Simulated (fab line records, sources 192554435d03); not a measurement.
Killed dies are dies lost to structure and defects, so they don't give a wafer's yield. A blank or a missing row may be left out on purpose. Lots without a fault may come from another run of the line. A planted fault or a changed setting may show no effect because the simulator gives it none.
Chamber matching | flow n5_finfet | N5_HKMG_FIN_ETCH_86 on rie_diel-05: 4 sister chambers
The step etches SOC in N2/H2, stops on TiN, target depth 393.2 nm. 8 wafers are shown with their chamber, then 7 later ones without.

WAFERS WITH THEIR CHAMBER
wafer  | chamber | throttle_valve_pct (%) | showerhead_plenum_p_Torr (Torr)
L079.5 | 0       | 18.23                  | 2.41
L085.1 | 2       | 17.35                  | 2.57
L085.5 | 3       | 17.78                  | 2.56
L090.1 | 1       | 17.58                  | 2.52
L090.4 | 2       | 17.36                  | 2.57
L090.5 | 3       | 17.79                  | 2.55
L091.2 | 0       | 18.27                  | 2.40
L091.3 | 1       | 17.56                  | 2.51

WAFERS WITHOUT THEIR CHAMBER
wafer  | throttle_valve_pct (%) | showerhead_plenum_p_Torr (Torr)
L091.4 | 17.78                  | 2.55
L092.2 | 17.78                  | 2.55
L092.5 | 17.37                  | 2.57
L092.6 | 17.77                  | 2.55
L096.3 | 17.81                  | 2.55
L096.4 | 17.82                  | 2.55
L096.5 | 17.61                  | 2.51

WHICH CHAMBER EACH WENT THROUGH
wafer  | from the rows above | in truth
L091.4 | 3                   | 3
L092.2 | 3                   | 3
L092.5 | 2                   | 2
L092.6 | 3                   | 3
L096.3 | 3                   | 3
L096.4 | 3                   | 3
L096.5 | 1                   | 1
Placed correctly: 7 of 7. Can't be placed from these rows: 0. Placed wrongly: 0.
How it was worked out, from the rows above alone: a wafer's distance from a chamber is the root of the sum, over the readings, of the square of ((its reading less the chamber's mean) divided by the reading's scatter). The wafer belongs to the nearest chamber; if the next one is less than 2 further off, it can't be placed. A chamber's mean is the mean of its shown wafers. The scatter: the root of (the sum of the squares of (reading less its chamber's mean) over the shown wafers, divided by (wafers less chambers)).
